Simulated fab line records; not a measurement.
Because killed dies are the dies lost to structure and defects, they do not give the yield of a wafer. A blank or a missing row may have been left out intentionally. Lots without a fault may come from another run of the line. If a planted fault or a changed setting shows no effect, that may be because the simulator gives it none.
The tool behind it: which one? ; flow n5-finfet ; 12 lots with 36 wafers sampled at 3 steps, on a route of 1938 steps

== WHAT THE GAUGES SHOWED, per wafer ==
N5_BEOL_M3_CD_MEAS_28: target cd 25.7 nm, target cd y 23.3 nm.
lot;measured;on;cd-nm (nm)
L074;day 7 10:23;cd-sem-03;25.91 26.17 25.54
L077;day 7 17:32;cd-sem-01;25.86 25.94 25.85
L079;day 8 10:41;cd-sem-03;26.00 26.24 26.06
L081;day 8 18:28;cd-sem-01;25.47 25.51 25.35
L083;day 9 10:27;cd-sem-01;25.36 25.93 25.40
L085;day 9 21:16;cd-sem-02;25.58 25.28 25.44
L088;day 12 09:26;cd-sem-01;25.85 25.56 25.53
L095;day 12 11:50;cd-sem-01;25.79 26.00 25.83
L089;day 12 15:13;cd-sem-02;25.65 25.60 25.85
L093;day 12 16:04;cd-sem-03;25.86 25.51 25.49
L090;day 12 18:17;cd-sem-01;25.85 26.36 26.00
L097;day 12 21:16;cd-sem-01;25.61 25.85 25.81

== WHAT TOOL EACH LOT RAN ON (gives the tool, then ch and the chambers of the sampled wafers, and finally the start) ==
lot;N5_BEOL_M3_HM_OPEN_17;N5_BEOL_M3_STRIP_19
L074;rie-metal-01 ch 1, day 7 09:43;rie-diel-04 ch 1,2,3, day 7 10:00
L077;rie-metal-03 ch 0,1, day 7 16:47;rie-diel-03 ch 2,3, day 7 17:08
L079;rie-metal-03 ch 0,1, day 8 10:08;rie-diel-02 ch 1,2,3, day 8 10:17
L081;rie-metal-02 ch 0,1, day 8 17:52;rie-diel-02 ch 2,3, day 8 17:57
L083;rie-metal-01 ch 0,1, day 9 09:59;rie-diel-04 ch 1,2,3, day 9 10:04
L085;rie-metal-02 ch 0,1, day 9 20:38;rie-diel-02 ch 0,2,3, day 9 20:52
L088;rie-metal-01 ch 0,1, day 12 08:56;rie-diel-03 ch 0,1,2, day 12 09:03
L095;rie-metal-01 ch 0,1, day 12 11:14;rie-diel-02 ch 0,1, day 12 11:19
L089;rie-metal-01 ch 0,1, day 12 14:37;rie-diel-04 ch 1,3, day 12 14:42
L093;rie-metal-02 ch 0,1, day 12 15:25;rie-diel-02 ch 0,3, day 12 15:33
L090;rie-metal-03 ch 0,1, day 12 17:40;rie-diel-03 ch 1,2,3, day 12 17:47
L097;rie-metal-03 ch 0,1, day 12 20:40;rie-diel-03 ch 2,3, day 12 20:45
- N5_BEOL_M3_HM_OPEN_17: chemistry Cl2/BCl3, target TiN, target depth 20 nm, overetch 6 nm.
- N5_BEOL_M3_STRIP_19: strips in O2.

== THE ANSWER, worked out from the rows above alone ==
Rule: the lots themselves supply what counts as usual. The widest of any qualifying gaps counts: lots, ordered by their means at a reading, are off when they make up no more than a third of the lots, leave a main group of 4 or more, and stand apart from it by 3 or more times the standard deviation of that group's means. The tables above print the reading to a certain number of digits; a main group whose means all agree to those digits is not used. A lot without any number at a reading at which 4 lots or more have one is off too. The other lots that the step has rows for count as sound.
Nothing can be told from this: no lot is off at any reading shown.

== WHAT HAD BEEN PUT IN BY THE SIMULATOR ==
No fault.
